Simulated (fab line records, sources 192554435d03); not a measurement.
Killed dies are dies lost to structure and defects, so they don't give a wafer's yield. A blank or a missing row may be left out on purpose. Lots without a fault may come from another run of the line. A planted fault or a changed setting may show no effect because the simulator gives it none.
fab line records | flow n5_finfet
record lots=5 wafers=15 last_day=21
route steps=1938 shown BEOL_M8@1383 BEOL_M9@1401
lots that met no fault: from a run of the same line without faults
start_h: hours from the record's first day to the start of the lot's first wafer shown | wait_h: hours since the lot's step before | " the same as in the row above | L1.1+2: a row that stands for several wafers | - no value, or no start given | * or withheld: withheld | < > ~ a bound
route shown NAME@n: a module of which the file shows steps, and the number in the route of the first | usual: mean/standard deviation of fault-free wafers | same: alike in all rows | chamber/n: place in a boat | sites: the reading at each site | _std_site: their standard deviation | _edge_site: outer sites' mean less inner sites' | radius_mm: how far each site lies from the wafer's centre | mask NAME#n: copy n | behind: the tool/chamber that last shaped the wafer | hold: why the lot was held/for how many hours/how that ended | device: the transistor (n, p or np) that didn't switch | end of line: the same wafers' tests at the end of the route | a step without rows: its recipe alone | killed: dies lost to structure and defects at the first sort, not the wafer's yield | map: a wafer's dies, x killed, . not, _ none there
set.NAME: the setting as run; set.NAME@STEP: as run at that earlier step | model.NAME: the simulator's own value behind a step, which no gauge read
lots at some steps of the route; a table a step, a row a wafer
services: from which hour (start_h, from the record's first day; less than 0 if before it) a tool's chamber was out of use, for how many hours, and why
## steps
# step N5_BEOL_M8_PRECLEAN_42
# recipe chemistry=residue_remover time_s=60 temp_c=40
# usual bath_guard_temp_C=39.9/0.54
# columns lot.wafer tool chamber start_h wait_h bath_guard_temp_C
L075.1 wet_bench-06 3 252.05 0.0 40.0
L075.3 " 6 " " 38.5
L075.6 " 7 " " 40.1
L077.2 wet_bench-05 4 263.11 0.0 39.3
L077.3 " 1 " " 40.1
L077.5 " 6 " " 39.6
L083.1 wet_bench-06 6 352.70 0.0 38.9
L083.5 " 2 " " 39.7
L083.6 " 1 " " 40.4
L092.3 wet_bench-03 3 424.54 0.0 39.2
L092.4 " 7 " " 40.5
L092.6 " 6 " " 39.0
L089.4 wet_bench-03 5 432.83 0.0 39.9
L089.5 " 1 " " 39.9
L089.6 " 0 " " 39.6
# step N5_BEOL_M8_SRD_43
# recipe time_s=30 temp_c=23 rinse_liquid=diw dry=ipa_marangoni
# columns lot.wafer tool chamber start_h wait_h
L075.1+3+6 wet_bench-06 3,6,7 252.07 0.0
L077.2+3+5 wet_bench-05 4,1,6 263.13 0.0
L083.1+5+6 wet_bench-06 6,2,1 352.72 0.0
L092.3+4+6 wet_bench-03 3,7,6 424.56 0.0
L089.4+5+6 wet_bench-03 5,1,0 432.84 0.0
# step N5_BEOL_M8_CD_MEAS_35
# recipe target_cd_nm=40 polarity=opening
# usual cd_nm=40.0/0.51
# columns lot.wafer tool chamber start_h wait_h cd_nm
L075.1 cd_sem-03 - 252.11 0.0 39.8
L075.3 " - " " 39.5
L075.6 " - " " 39.7
L077.2 cd_sem-02 - 263.17 0.0 40.6
L077.3 " - " " 41.1
L077.5 " - " " 40.6
L083.1 cd_sem-03 - 352.76 0.0 40.1
L083.5 " - " " 40.2
L083.6 " - " " 40.5
L092.3 cd_sem-02 - 424.60 0.0 40.0
L092.4 " - " " 40.7
L092.6 " - " " 40.0
L089.4 cd_sem-03 - 432.89 0.0 40.3
L089.5 " - " " 39.9
L089.6 " - " " 39.8
# step N5_BEOL_M8_CURE_75
# recipe temp_c=370 time_s=120 ambient=DMADMS/He material=SiCOH_lowk
# usual lamp_power_pct=52.31/0.05 wafer_temp_C_max=371.6/0.52
# columns lot.wafer tool chamber start_h wait_h lamp_power_pct wafer_temp_C_max
L075.1 uv_cure-02 0 252.15 0.0 52.34 371.3
L075.3 " 0 " " 52.33 371.2
L075.6 " 0 " " 52.42 371.0
L077.2 uv_cure-02 1 263.31 0.1 52.30 372.2
L077.3 " 1 " " 52.32 371.2
L077.5 " 1 " " 52.26 372.4
L083.1 uv_cure-03 1 352.80 0.0 52.28 372.2
L083.5 " 1 " " 52.32 371.6
L083.6 " 1 " " 52.31 371.6
L092.3 uv_cure-02 2 424.74 0.1 52.22 371.7
L092.4 " 2 " " 52.34 371.2
L092.6 " 2 " " 52.37 372.1
L089.4 uv_cure-02 2 433.13 0.2 52.35 371.3
L089.5 " 2 " " 52.32 371.4
L089.6 " 2 " " 52.26 372.0
# step N5_BEOL_M8_DEGAS_44
# recipe ambient=vacuum temp_c=250 time_s=60
# usual heater_power_w=320/30
# columns lot.wafer tool chamber start_h wait_h heater_power_w
L075.1 pvd_sputter-02 - 253.38 1.0 366
L075.3 " - " " 356
L075.6 " - " " 380
L077.2 pvd_sputter-01 - 263.89 0.5 292
L077.3 " - " " 320
L077.5 " - " " 273
L083.1 pvd_sputter-01 - 353.24 0.4 295
L083.5 " - " " 289
L083.6 " - " " 333
L092.3 pvd_sputter-02 - 425.13 0.3 291
L092.4 " - " " 310
L092.6 " - " " 309
L089.4 pvd_sputter-01 - 433.44 0.3 281
L089.5 " - " " 336
L089.6 " - " " 288
# step N5_BEOL_M8_PRE_CLEAN_45
# recipe gas=H2/He time_s=30 temp_c=250
# usual heater_power_w=320/29
# columns lot.wafer tool chamber start_h wait_h heater_power_w
L075.1 pvd_sputter-02 - 253.42 0.0 370
L075.3 " - " " 354
L075.6 " - " " 373
L077.2 pvd_sputter-01 - 263.93 0.0 292
L077.3 " - " " 331
L077.5 " - " " 287
L083.1 pvd_sputter-01 - 353.28 0.0 293
L083.5 " - " " 282
L083.6 " - " " 336
L092.3 pvd_sputter-02 - 425.17 0.0 293
L092.4 " - " " 311
L092.6 " - " " 312
L089.4 pvd_sputter-01 - 433.48 0.0 289
L089.5 " - " " 333
L089.6 " - " " 289
# step N5_BEOL_M8_ALD_77
# recipe material=TaN target_thk_a=20 temp_c=275 ald_precursor_family=PDMAT ald_co_reactant=NH3 pressure_torr=3 carrier_flow_sccm=1500 pulse_time_s=2 purge_time_s=3 co_reactant_purge_time_s=2 co_reactant_pulse_time_s=3 ald_cycles=40 precursor_vessel_temp_c=75 precursor_vessel_pressure_torr=26.25 precursor_vessel_carrier_sccm=1000
# usual chamber_pressure_Torr=3.000/0.0059 heater_power_w=414/36 precursor_vessel_carrier_sccm=1000.0/2.9
# columns lot.wafer tool chamber start_h wait_h chamber_pressure_Torr heater_power_w precursor_vessel_carrier_sccm
L075.1 ald_metal-04 1 253.48 0.0 3.007 444 1000.2
L075.3 " 2 " " 3.008 421 1001.4
L075.6 " 0 " " 3.007 423 1001.5
L077.2 ald_metal-03 3 264.22 0.3 3.007 443 989.2
L077.3 " 0 " " 2.995 379 1002.0
L077.5 " 0 " " 3.009 367 1000.1
L083.1 ald_metal-04 1 353.36 0.1 3.007 454 999.5
L083.5 " 1 " " 3.001 439 1000.0
L083.6 " 0 " " 3.000 423 1001.0
L092.3 ald_metal-04 1 425.24 0.1 2.998 448 1001.8
L092.4 " 0 " " 2.996 436 998.5
L092.6 " 0 " " 2.996 422 997.8
L089.4 ald_metal-03 0 433.58 0.1 2.999 377 995.2
L089.5 " 2 " " 3.002 427 997.8
L089.6 " 3 " " 2.999 441 1002.8
# step N5_BEOL_M8_SURFACE_TREAT_79
# recipe gas=Ar time_s=* ion_energy_ev=* ion_current_ma_cm2=0.5 pressure_mtorr=* ar_flow_sccm=30
# usual throttle_valve_pct=*
# columns lot.wafer tool chamber start_h wait_h throttle_valve_pct
L075.1 pvd_sputter-02 - 253.77 0.2 *
L075.3 " - " " *
L075.6 " - " " *
L077.2 pvd_sputter-02 - 265.59 1.2 *
L077.3 " - " " *
L077.5 " - " " *
L083.1 pvd_sputter-02 - 353.85 0.4 *
L083.5 " - " " *
L083.6 " - " " *
L092.3 pvd_sputter-01 - 425.52 0.2 *
L092.4 " - " " *
L092.6 " - " " *
L089.4 pvd_sputter-01 - 433.90 0.2 *
L089.5 " - " " *
L089.6 " - " " *
# step N5_BEOL_M8_CVD_78
# recipe material=Co target_thk_a=20 temp_c=withheld precursor=CCTBA/H2 pressure_torr=30 time_s=142.3
# usual chamber_pressure_Torr=30.00/0.062
# columns lot.wafer tool chamber start_h wait_h chamber_pressure_Torr
L075.1 cvd_co-01 0 254.06 0.3 29.96
L075.3 " 2 " " 29.95
L075.6 " 0 " " 29.95
L077.2 cvd_co-01 0 265.65 0.0 30.11
L077.3 " 1 " " 29.97
L077.5 " 2 " " 29.94
L083.1 cvd_co-02 2 353.91 0.0 29.96
L083.5 " 2 " " 29.91
L083.6 " 0 " " 29.98
L092.3 cvd_co-02 1 425.61 0.1 29.98
L092.4 " 2 " " 30.07
L092.6 " 0 " " 29.94
L089.4 cvd_co-01 0 434.01 0.1 30.06
L089.5 " 2 " " 30.05
L089.6 " 1 " " 29.97
# step N5_BEOL_M8_SPUTTER_48
# recipe material=Cu target_thk_a=100 temp_c=-20 bias_v=60 power_w=26000 chamber_pressure_pa=0.13 time_s=1.667
# usual cathode_dc_power_W=26000/5 throttle_valve_pct=29.4/0.96
# columns lot.wafer tool chamber start_h wait_h cathode_dc_power_W throttle_valve_pct
L075.1 pvd_sputter-01 - 255.62 1.5 26004 28.5
L075.3 " - " " 26000 31.5
L075.6 " - " " 25995 29.6
L077.2 pvd_sputter-02 - 265.77 0.1 25994 28.6
L077.3 " - " " 26006 28.8
L077.5 " - " " 26003 28.8
L083.1 pvd_sputter-03 - 354.03 0.1 25992 28.6
L083.5 " - " " 25992 28.6
L083.6 " - " " 25997 29.3
L092.3 pvd_sputter-02 - 425.77 0.1 26001 28.7
L092.4 " - " " 26010 30.0
L092.6 " - " " 26002 28.8
L089.4 pvd_sputter-03 - 434.14 0.1 26007 28.8
L089.5 " - " " 25995 28.9
L089.6 " - " " 25996 29.1
# step N5_BEOL_M8_ECD_50
# recipe material=Cu target_thk_a=3000
# columns lot.wafer tool chamber start_h wait_h
L075.1+3+6 ecd_cu-02 0,1,0 255.74 0.1
L077.2+3+5 ecd_cu-02 1,0,1 265.89 0.1
L083.1+5+6 ecd_cu-02 0,1,0 354.15 0.1
L092.3+4+6 ecd_cu-02 1,0,0 425.91 0.1
L089.4+5+6 ecd_cu-01 0,0,1 434.28 0.1
# step N5_BEOL_M8_ANNEAL_51
# recipe temp_c=225 time_s=90 ambient=N2
# usual anneal_temp_c_max=226.5/0.35 wafer_temp_C_max=226.05/0.21
# columns lot.wafer tool chamber start_h wait_h anneal_temp_c_max wafer_temp_C_max
L075.1 rtp_anneal-02 0 255.83 0.1 226.0 226.47
L075.3 " 0 " " 225.8 226.07
L075.6 " 0 " " 226.2 226.50
L077.2 rtp_anneal-02 0 266.03 0.1 225.9 226.25
L077.3 " 0 " " 226.6 226.09
L077.5 " 0 " " 227.0 225.93
L083.1 rtp_anneal-01 0 354.24 0.1 226.8 226.08
L083.5 " 0 " " 226.4 225.90
L083.6 " 0 " " 226.4 225.96
L092.3 rtp_anneal-01 0 426.07 0.1 226.6 226.38
L092.4 " 0 " " 226.3 226.00
L092.6 " 0 " " 226.5 226.17
L089.4 rtp_anneal-01 0 435.03 0.7 226.1 226.29
L089.5 " 0 " " 226.7 226.15
L089.6 " 0 " " 226.5 226.19
# step N5_BEOL_M8_CMP_52
# recipe stop_on=SiCOH_lowk t_overpolish_s=6.9 down_force_psi=1 platen_rpm=50 clearing_platen_down_force_psi=1.5 clearing_platen_rpm=50 post_cmp_clean=cu_alkaline target_thk_nm=80 clearing_platen_pad_velocity_m_s=0.99484 pad_velocity_m_s=0.99484
# usual barrier_field_endpoint_s=29.2/0.66 motor_current_A=6.1/0.58 overpolish_run_s=6.900/0.01 slurry_filter_dp_kPa=13.50/0.14 time_to_endpoint_s=63.0/2.4
# columns lot.wafer tool chamber start_h wait_h barrier_field_endpoint_s motor_current_A overpolish_run_s slurry_filter_dp_kPa time_to_endpoint_s
L075.1 cmp-03 3 256.13 0.3 28.1 6.5 6.894 13.33 58.7
L075.3 " 1 " " 28.1 6.0 6.928 13.28 61.2
L075.6 " 3 " " 27.9 6.6 6.902 13.58 60.4
L077.2 cmp-02 2 266.32 0.2 28.1 7.0 6.904 13.25 65.3
L077.3 " 0 " " 28.2 5.9 6.896 13.66 62.4
L077.5 " 1 " " 29.2 6.3 6.911 13.39 66.1
L083.1 cmp-04 3 354.58 0.3 30.3 7.0 6.905 13.49 64.1
L083.6 " 2 " " 29.5 5.8 6.899 13.53 64.0
L083.5 " 3 " " 30.2 6.6 6.910 13.39 64.0
L092.3 cmp-04 2 426.27 0.2 30.0 6.2 6.904 13.52 63.7
L092.4 " 1 " " 30.9 7.3 6.893 13.45 65.8
L092.6 " 2 " " 30.1 6.0 6.901 13.24 64.6
L089.4 cmp-04 2 435.27 0.2 29.6 5.9 6.879 13.51 63.0
L089.6 " 0 " " 29.7 5.8 6.899 13.41 64.8
L089.5 " 1 " " 30.5 7.0 6.891 13.43 65.5
# step N5_BEOL_M8_THK_MEAS_53
# recipe thk_meas_gauge=xrf reads=Cu_of_BEOL_M8_ECD_50
# usual M8_THK=78.8/2
# columns lot.wafer tool chamber start_h wait_h M8_THK[nm]
L075.1 film_metro-02 - 256.42 - 78.1
L075.3 " - " " 78.2
L075.6 " - " " 79.3
L077.2 film_metro-02 - 266.57 - 80.0
L077.3 " - " " 78.7
L077.5 " - " " 82.0
L083.1 film_metro-02 - 354.83 - 80.6
L083.5 " - " " 77.9
L083.6 " - " " 82.2
L092.3 film_metro-01 - 426.57 - 80.2
L092.4 " - " " 79.4
L092.6 " - " " 79.3
L089.4 film_metro-02 - 435.49 - 79.6
L089.5 " - " " 75.1
L089.6 " - " " 77.3
# step N5_BEOL_M8_PRE_CLEAN_55
# recipe gas=NH3 time_s=15 temp_c=withheld rf_power_w=300
# columns lot.wafer tool chamber start_h wait_h
L075.1+3+6 pecvd-02 1,2,2 256.46 0.0
L077.2+3+5 pecvd-02 2,0,1 266.61 0.0
L083.1+5+6 pecvd-04 0,1,2 354.87 0.0
L092.3+4+6 pecvd-02 1,1,2 426.60 0.0
L089.4+5+6 pecvd-02 0,1,2 435.54 0.0
# step N5_BEOL_M8_DEP_56
# recipe material=SiCN target_thk_a=100 temp_c=withheld precursor=3MS/NH3 pressure_torr=3 rf_w=202 time_s=17.5
# usual chamber_pressure_Torr=3.001/0.0066 showerhead_plenum_p_Torr=3.659/0.011 throttle_valve_pct=9.0/0.3
# columns lot.wafer tool chamber start_h wait_h chamber_pressure_Torr showerhead_plenum_p_Torr throttle_valve_pct
L075.1 pecvd-02 1 256.49 0.0 2.995 3.678 8.8
L075.3 " 2 " " 3.003 3.651 9.0
L075.6 " 2 " " 3.003 3.655 9.1
L077.2 pecvd-02 2 266.64 0.0 3.001 3.651 9.1
L077.3 " 0 " " 2.992 3.675 9.4
L077.5 " 1 " " 2.992 3.665 8.9
L083.1 pecvd-04 0 354.90 0.0 3.000 3.659 9.2
L083.5 " 1 " " 3.009 3.677 8.7
L083.6 " 2 " " 3.001 3.653 9.5
L092.3 pecvd-02 1 426.63 0.0 3.001 3.670 8.6
L092.4 " 1 " " 3.014 3.661 9.0
L092.6 " 2 " " 3.006 3.654 9.3
L089.4 pecvd-02 0 435.57 0.0 2.994 3.667 9.3
L089.5 " 1 " " 3.012 3.665 8.7
L089.6 " 2 " " 3.003 3.643 8.8
# step N5_BEOL_M8_RS_MEAS_57
# recipe thk_meas_gauge=four-point-probe reads=Cu_of_BEOL_M8_ECD_50+Co_of_BEOL_M8_CVD_78+TaN_of_BEOL_M8_ALD_77
# usual M8_RS=0.287/0.0086
# columns lot.wafer tool chamber start_h wait_h M8_RS[ohm/sq]
L075.1 film_metro-01 - 256.55 0.1 0.285
L075.3 " - " " 0.287
L075.6 " - " " 0.281
L077.2 film_metro-02 - 266.71 0.1 0.280
L077.3 " - " " 0.287
L077.5 " - " " 0.273
L083.1 film_metro-01 - 354.97 0.1 0.282
L083.5 " - " " 0.294
L083.6 " - " " 0.274
L092.3 film_metro-01 - 426.70 0.1 0.277
L092.4 " - " " 0.279
L092.6 " - " " 0.280
L089.4 film_metro-02 - 435.62 0.0 0.284
L089.5 " - " " 0.305
L089.6 " - " " 0.294
# step N5_BEOL_M8_INSPECT_58
# recipe inspect_instrument=darkfield mode=post_dep
# usual raw_defect_count=71/23
# columns lot.wafer tool chamber start_h wait_h raw_defect_count
L075.1 defect_inspect-02 - 256.58 0.0 54
L075.3 " - " " 65
L075.6 " - " " 61
L077.2 defect_inspect-01 - 266.73 0.0 55
L077.3 " - " " 45
L077.5 " - " " 61
L083.1 defect_inspect-01 - 354.99 0.0 62
L083.5 " - " " 89
L083.6 " - " " 50
L092.3 defect_inspect-01 - 426.73 0.0 59
L092.4 " - " " 59
L092.6 " - " " 39
L089.4 defect_inspect-01 - 435.65 0.0 66
L089.5 " - " " 64
L089.6 " - " " 77
# step N5_BEOL_M9_ILD_DEP_00
# recipe material=SiCOH_lowk target_thk_a=3085.1 temp_c=300 precursor=DEMS/porogen pressure_torr=5 rf_w=500 time_s=58
# usual chamber_pressure_Torr=5.000/0.011 heater_power_w=302/39 showerhead_plenum_p_Torr=5.735/0.012 throttle_valve_pct=13.8/0.61
# columns lot.wafer tool chamber start_h wait_h chamber_pressure_Torr heater_power_w showerhead_plenum_p_Torr throttle_valve_pct
L075.1 pecvd-02 2 256.62 0.0 4.999 294 5.734 13.9
L075.3 " 0 " " 4.987 360 5.732 14.3
L075.6 " 1 " " 4.990 261 5.734 13.2
L077.2 pecvd-01 2 266.77 0.0 4.995 361 5.732 13.0
L077.3 " 1 " " 4.999 332 5.748 13.8
L077.5 " 2 " " 4.992 359 5.732 12.7
L083.1 pecvd-02 0 355.03 0.0 5.008 348 5.735 14.3
L083.5 " 0 " " 4.999 357 5.739 14.2
L083.6 " 2 " " 4.991 291 5.721 13.7
L092.3 pecvd-01 1 426.76 0.0 4.992 306 5.753 13.8
L092.4 " 0 " " 4.991 257 5.725 15.0
L092.6 " 1 " " 5.005 306 5.743 13.7
L089.4 pecvd-03 2 435.71 0.1 5.016 289 5.738 13.0
L089.5 " 1 " " 5.002 305 5.709 14.3
L089.6 " 0 " " 4.995 308 5.743 14.6
# step N5_BEOL_M9_CURE_71
# recipe temp_c=385 time_s=240 ambient=He/Ar material=SiCOH_lowk
# usual lamp_power_pct=52.31/0.049 wafer_temp_C_max=386.7/0.55
# columns lot.wafer tool chamber start_h wait_h lamp_power_pct wafer_temp_C_max
L075.1 uv_cure-03 1 256.70 0.0 52.20 386.6
L075.3 " 1 " " 52.31 385.9
L075.6 " 1 " " 52.34 386.5
L077.2 uv_cure-02 0 266.93 0.1 52.34 386.0
L077.3 " 0 " " 52.33 386.5
L077.5 " 0 " " 52.37 385.7
L083.1 uv_cure-01 0 355.13 0.1 52.29 387.1
L083.5 " 0 " " 52.36 387.0
L083.6 " 0 " " 52.34 387.2
L092.3 uv_cure-02 2 427.00 0.2 52.30 387.0
L092.4 " 2 " " 52.21 386.4
L092.6 " 2 " " 52.32 387.0
L089.4 uv_cure-02 0 436.32 0.6 52.27 386.4
L089.5 " 0 " " 52.33 386.0
L089.6 " 0 " " 52.28 386.4
# step N5_BEOL_M9_THK_MEAS_01
# recipe reads=SiCOH_lowk_of_BEOL_M9_ILD_DEP_00
# usual M9_ILD_THK=268/3.1
# columns lot.wafer tool chamber start_h wait_h M9_ILD_THK[nm]
L075.1 film_metro-02 - 257.69 0.8 263
L075.3 " - " " 263
L075.6 " - " " 271
L077.2 film_metro-02 - 267.36 0.4 268
L077.3 " - " " 265
L077.5 " - " " 270
L083.1 film_metro-02 - 355.65 0.4 269
L083.5 " - " " 270
L083.6 " - " " 273
L092.3 film_metro-02 - 427.35 0.3 269
L092.4 " - " " 271
L092.6 " - " " 274
L089.4 film_metro-01 - 436.59 0.2 268
L089.5 " - " " 271
L089.6 " - " " 270
# step N5_BEOL_M9_PECVD_70
# recipe material=SiO2 target_thk_a=200 temp_c=400 precursor=TEOS/O2 pressure_torr=5.5 rf_w=450 teos_flow_sccm=53.8 gas=O2 flow_sccm=3000 time_s=22.7
# usual chamber_pressure_Torr=5.499/0.011 heater_power_w=694/73 showerhead_plenum_p_Torr=8.76/0.047 throttle_valve_pct=22.4/0.89
# columns lot.wafer tool chamber start_h wait_h chamber_pressure_Torr heater_power_w showerhead_plenum_p_Torr throttle_valve_pct
L075.1 pecvd-03 2 257.72 0.0 5.498 682 8.74 20.8
L075.3 " 1 " " 5.500 646 8.66 22.9
L075.6 " 0 " " 5.492 763 8.79 23.0
L077.2 pecvd-02 2 267.40 0.0 5.501 612 8.73 22.2
L077.3 " 1 " " 5.494 530 8.78 21.8
L077.5 " 1 " " 5.498 531 8.77 21.8
L083.1 pecvd-03 0 355.68 0.0 5.482 699 8.80 22.8
L083.5 " 2 " " 5.522 653 8.75 21.0
L083.6 " 1 " " 5.488 635 8.67 23.0
L092.3 pecvd-02 0 427.39 0.0 5.509 711 8.79 22.8
L092.4 " 0 " " 5.493 704 8.82 22.9
L092.6 " 2 " " 5.525 679 8.73 22.4
L089.4 pecvd-03 0 436.66 0.1 5.502 721 8.80 23.2
L089.5 " 1 " " 5.504 675 8.65 23.0
L089.6 " 2 " " 5.500 696 8.76 21.4
# step N5_BEOL_M9_HM_DEP_02
# recipe material=TiN target_thk_a=200 temp_c=25 chamber_pressure_pa=0.49996
# usual throttle_valve_pct=29.6/1.1
# columns lot.wafer tool chamber start_h wait_h throttle_valve_pct
L075.1 pvd_sputter-02 - 257.90 0.2 28.9
L075.3 " - " " 29.9
L075.6 " - " " 28.7
L077.2 pvd_sputter-02 - 267.45 0.0 28.7
L077.3 " - " " 28.5
L077.5 " - " " 28.5
L083.1 pvd_sputter-02 - 357.18 1.5 30.2
L083.5 " - " " 30.1
L083.6 " - " " 30.8
L092.3 pvd_sputter-02 - 428.16 0.8 30.8
L092.4 " - " " 28.8
L092.6 " - " " 30.9
L089.4 pvd_sputter-03 - 437.42 0.7 29.5
L089.5 " - " " 28.3
L089.6 " - " " 29.4
# step N5_BEOL_M9_COAT_59
# recipe resist=SOC temp_c=250 time_s=60 spin_rpm=1500 resist_thk_nm=100
# usual heater_power_total_W=500.6/1.7
# columns lot.wafer tool chamber start_h wait_h heater_power_total_W
L075.1 litho_track-02 0 258.03 0.1 503.1
L075.3 " 0 " " 499.7
L075.6 " 0 " " 499.4
L077.2 litho_track-03 0 267.58 0.1 498.9
L077.3 " 0 " " 501.7
L077.5 " 0 " " 502.3
L083.1 litho_track-05 0 357.30 0.1 497.7
L083.5 " 0 " " 502.7
L083.6 " 0 " " 499.0
L092.3 litho_track-05 0 428.29 0.1 497.7
L092.4 " 0 " " 502.3
L092.6 " 0 " " 497.8
L089.4 litho_track-02 0 437.55 0.1 503.0
L089.5 " 0 " " 501.6
L089.6 " 0 " " 498.7
# step N5_BEOL_M9_COAT_60
# recipe resist=SiARC temp_c=220 time_s=60 spin_rpm=1500 resist_thk_nm=30
# usual heater_power_total_W=427.4/2.2
# columns lot.wafer tool chamber start_h wait_h heater_power_total_W
L075.1 litho_track-02 0 - - 425.8
L075.3 " 0 " " 427.7
L075.6 " 0 " " 426.5
L077.2 litho_track-03 0 - - 430.3
L077.3 " 0 " " 425.9
L077.5 " 0 " " 425.0
L083.1 litho_track-05 0 - - 428.5
L083.5 " 0 " " 424.0
L083.6 " 0 " " 430.2
L092.3 litho_track-05 0 - - 430.7
L092.4 " 0 " " 426.9
L092.6 " 0 " " 427.9
L089.4 litho_track-02 0 - - 429.0
L089.5 " 0 " " 424.3
L089.6 " 0 " " 424.3
# step N5_BEOL_M9_COAT_05
# recipe resist=CAR-ArF spin_rpm=1500 resist_thk_nm=90
# columns lot.wafer tool chamber start_h wait_h
L075.1+3+6 litho_track-02 0 - -
L077.2+3+5 litho_track-03 0 - -
L083.1+5+6 litho_track-05 0 - -
L092.3+4+6 litho_track-05 0 - -
L089.4+5+6 litho_track-02 0 - -
# step N5_BEOL_M9_EBR_07
# recipe solvent=PGMEA ebr_width_mm=1.5
# columns lot.wafer tool chamber start_h wait_h
L075.1+3+6 litho_track-02 0 - -
L077.2+3+5 litho_track-03 0 - -
L083.1+5+6 litho_track-05 0 - -
L092.3+4+6 litho_track-05 0 - -
L089.4+5+6 litho_track-02 0 - -
# step N5_BEOL_M9_SOFTBAKE_06
# recipe temp_c=110 time_s=60 resist=CAR-ArF
# usual heater_power_total_W=175.3/1.7
# columns lot.wafer tool chamber start_h wait_h heater_power_total_W
L075.1 litho_track-02 0 - - 176.2
L075.3 " 0 " " 174.6
L075.6 " 0 " " 175.0
L077.2 litho_track-03 0 - - 177.6
L077.3 " 0 " " 174.8
L077.5 " 0 " " 173.0
L083.1 litho_track-05 0 - - 177.5
L083.5 " 0 " " 173.7
L083.6 " 0 " " 177.3
L092.3 litho_track-05 0 - - 174.3
L092.4 " 0 " " 177.4
L092.6 " 0 " " 175.8
L089.4 litho_track-02 0 - - 176.5
L089.5 " 0 " " 173.5
L089.6 " 0 " " 177.6
# step N5_BEOL_M9_EXPOSE_08
# recipe mask_id=M9 na=1.35 source_shape=dipole sigma_inner=0.411 sigma_outer=0.611 polarization=te dose_mj=53.75
# columns lot.wafer tool chamber start_h wait_h mask
L075.1+3+6 arfi_scanner-01 0 258.27 - M9#0
L077.2+3+5 arfi_scanner-02 0 267.83 - M9#0
L083.1+5+6 arfi_scanner-02 0 357.42 - M9#0
L092.3+4+6 arfi_scanner-02 0 428.55 - M9#0
L089.4+5+6 arfi_scanner-03 0 437.81 - M9#0
# step N5_BEOL_M9_PEB_09
# recipe peb_temp_c=withheld peb_time_s=60 resist=CAR-ArF
# columns lot.wafer tool chamber start_h wait_h
L075.1+3+6 litho_track-03 0 258.33 0.1
L077.2+3+5 litho_track-05 0 267.88 0.0
L083.1+5+6 litho_track-03 0 357.48 0.1
L092.3+4+6 litho_track-05 0 428.60 0.0
L089.4+5+6 litho_track-05 0 437.85 0.0
# step N5_BEOL_M9_DEVELOP_10
# recipe develop_time_s=30 developer=TMAH resist=CAR-ArF rinse_liquid=diw dry=air_spin dev_temp_c=23
# columns lot.wafer tool chamber start_h wait_h
L075.1+3+6 litho_track-03 0 - -
L077.2+3+5 litho_track-05 0 - -
L083.1+5+6 litho_track-03 0 - -
L092.3+4+6 litho_track-05 0 - -
L089.4+5+6 litho_track-05 0 - -
# step N5_BEOL_M9_CD_MEAS_11
# recipe target_cd_nm=64.1 landing_energy_ev=500 detector=se_inlens polarity=opening
# usual cd_nm=64.1/0.47
# columns lot.wafer tool chamber start_h wait_h cd_nm
L075.1 cd_sem-01 0 258.40 - 64.2
L075.3 " 0 " " 64.4
L075.6 " 0 " " 64.2
L077.2 cd_sem-02 0 267.95 - 63.8
L077.3 " 0 " " 63.6
L077.5 " 0 " " 64.2
L083.1 cd_sem-02 0 357.55 - 63.9
L083.5 " 0 " " 64.6
L083.6 " 0 " " 64.1
L092.3 cd_sem-01 0 428.67 - 64.1
L092.4 " 0 " " 64.1
L092.6 " 0 " " 63.9
L089.4 cd_sem-01 0 437.92 - 64.3
L089.5 " 0 " " 63.7
L089.6 " 0 " " 64.2
# step N5_BEOL_M9_OVL_MEAS_12
# recipe points_per_wafer=44
# usual M9_OVL=-0.3/0.81
# columns lot.wafer tool chamber start_h wait_h M9_OVL[nm]
L075.1 overlay-02 0 258.43 0.0 -1.1
L075.3 " 0 " " -1.8
L075.6 " 0 " " -1.7
L077.2 overlay-02 0 267.98 0.0 0.0
L077.3 " 0 " " -0.3
L077.5 " 0 " " -1.0
L083.1 overlay-01 0 357.58 0.0 -0.2
L083.5 " 0 " " -0.2
L083.6 " 0 " " -1.2
L092.3 overlay-02 0 428.70 0.0 0.8
L092.4 " 0 " " -0.6
L092.6 " 0 " " -0.6
L089.4 overlay-02 0 437.94 0.0 -0.1
L089.5 " 0 " " -1.6
L089.6 " 0 " " -0.2
# step N5_BEOL_M9_INSPECT_13
# recipe mode=adi inspect_instrument=brightfield
# usual raw_defect_count=403/94
# columns lot.wafer tool chamber start_h wait_h raw_defect_count
L075.1 defect_inspect-02 - 258.45 0.0 286
L075.3 " - " " 395
L075.6 " - " " 442
L077.2 defect_inspect-01 - 268.00 0.0 271
L077.3 " - " " 326
L077.5 " - " " 329
L083.1 defect_inspect-02 - 357.60 0.0 366
L083.5 " - " " 399
L083.6 " - " " 339
L092.3 defect_inspect-01 - 428.72 0.0 313
L092.4 " - " " 463
L092.6 " - " " 377
L089.4 defect_inspect-01 - 437.97 0.0 336
L089.5 " - " " 473
L089.6 " - " " 425
## services
# columns tool chamber start_h hours kind
arfi_scanner-02 - 228.44 2.8 repair
cmp-04 - 233.46 4.0 pm
cmp-04 - 264.82 0.8 repair
pvd_sputter-03 - 273.75 1.9 repair
pecvd-02 0 274.67 30.8 repair
ald_metal-04 - 277.92 8.7 pm
wet_bench-03 - 283.60 1.9 pm
cmp-04 - 288.21 0.8 repair
ecd_cu-02 - 292.50 1.8 repair
uv_cure-02 - 296.76 4.3 pm
cmp-04 - 303.73 2.6 repair
arfi_scanner-02 - 310.53 1.0 pm
uv_cure-02 - 314.21 22.2 pm
arfi_scanner-02 - 315.88 0.8 repair
uv_cure-02 - 336.41 4.5 pm
pecvd-02 2 337.97 16.0 repair
arfi_scanner-02 - 339.59 1.3 pm
ecd_cu-02 - 350.32 1.1 repair
pecvd-02 2 355.96 3.8 repair
arfi_scanner-02 - 367.52 0.5 repair
pvd_sputter-03 - 368.86 6.0 repair
arfi_scanner-02 - 384.33 3.1 pm
arfi_scanner-02 - 387.45 1.0 pm
pvd_sputter-01 - 437.04 27.5 repair
## key
fault none
